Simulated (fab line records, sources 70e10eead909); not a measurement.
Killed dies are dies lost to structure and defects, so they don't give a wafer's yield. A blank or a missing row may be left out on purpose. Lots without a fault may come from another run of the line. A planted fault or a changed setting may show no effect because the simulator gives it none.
Problem report in the 8D (eight disciplines) form, filled by code | flow nand_harc | the parts of the form that need people (team, actions taken, sign-off) are left out

1. THE PROBLEM
time_to_endpoint_s at NHARC_P_M2_CMP_23 reads a mean of 18.4 s on 2 wafers of 2 lots; wafers without a fault read 28.6 s with a standard deviation of 2. That is -5.1 standard deviations from the usual mean.
The step: polishes, t overpolish 20 s, target thk 144.3 nm.
First seen on wafer L362.5, day 12 19:14, on cmp-01. The record holds 39 wafers of 13 lots with a number at this step. Rule for "out", or "out of limits": more than 4 standard deviations from the usual mean. The other wafers with a number count as sound.

2. WHAT IT IS AND WHAT IT IS NOT
question                    | is                 | is not
which readings at this step | time_to_endpoint_s | motor_current_A, slurry_filter_dp_kPa
which lots                  | L362, L365         | L349, L351, L352, L353, L354, L355, L356, L357, L358, L361, L364
which wafers of those lots  | L362.5, L365.5     | L362.3, L362.4, L365.2, L365.4
read on which tools         | cmp-01, cmp-04     | cmp-02
when                        | from day 12 19:14  | up to then (32 sound wafers); but 5 sound wafers of L364, L365 came after

3. SUSPECTS, AND WHAT RULES EACH OUT
Counting: a tool at a process step up to the reading stays a suspect if it ran every lot that is out. Sound lots after the first of them don't rule it out here, since some wafers of a struck lot are sound.
- ecd_cu-01 at NHARC_P_M2_ECD_22 (material Cu, target thk 400 nm): kept. It ran every lot that is out, first L362 (day 12 18:32); its last sound lot up to then is L358 (day 11 01:54).
Left after counting: ecd_cu-01 at NHARC_P_M2_ECD_22.

4. THE CAUSE (what the simulator had put in)
Process parameter drift: ecd_cu-01, from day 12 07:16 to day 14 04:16, at NHARC_P_M2_ECD_22. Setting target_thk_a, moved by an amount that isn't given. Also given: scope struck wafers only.
Counting left only this tool.

5. THE CHAIN OF EFFECTS, in route order
Each row: a reading whose mean over the struck wafers that have a number lies more than 3 standard deviations from the usual. Only readings for which the record gives a usual standard deviation are gone through. hours: the time from each lot's start at the first step in this table that gives one to its start at this step, as a median over the lots. sigmas: the change in usual standard deviations.
hours | step              | reading            | usual  | on struck wafers | change | sigmas
0     | NHARC_P_M2_CMP_23 | time_to_endpoint_s | 28.6 s | 18.4             | -10.2  | -5.1
The process steps in it:
- NHARC_P_M2_CMP_23: polishes, t overpolish 20 s, target thk 144.3 nm.
Later measuring or inspecting steps at which every struck wafer that the step has a row for has a number for every such reading, and none has moved that far: NHARC_END_SORT_01.

6. WHAT WOULD HAVE CAUGHT IT SOONER
In this record the first reading out of limits was taken at day 12 19:14, 12 hours after the fault began at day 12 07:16.
Of the lots that are out (2), L365 began NHARC_P_M2_ECD_22 on ecd_cu-01 after day 12 19:14. A hold on the tool at that time would have spared it.
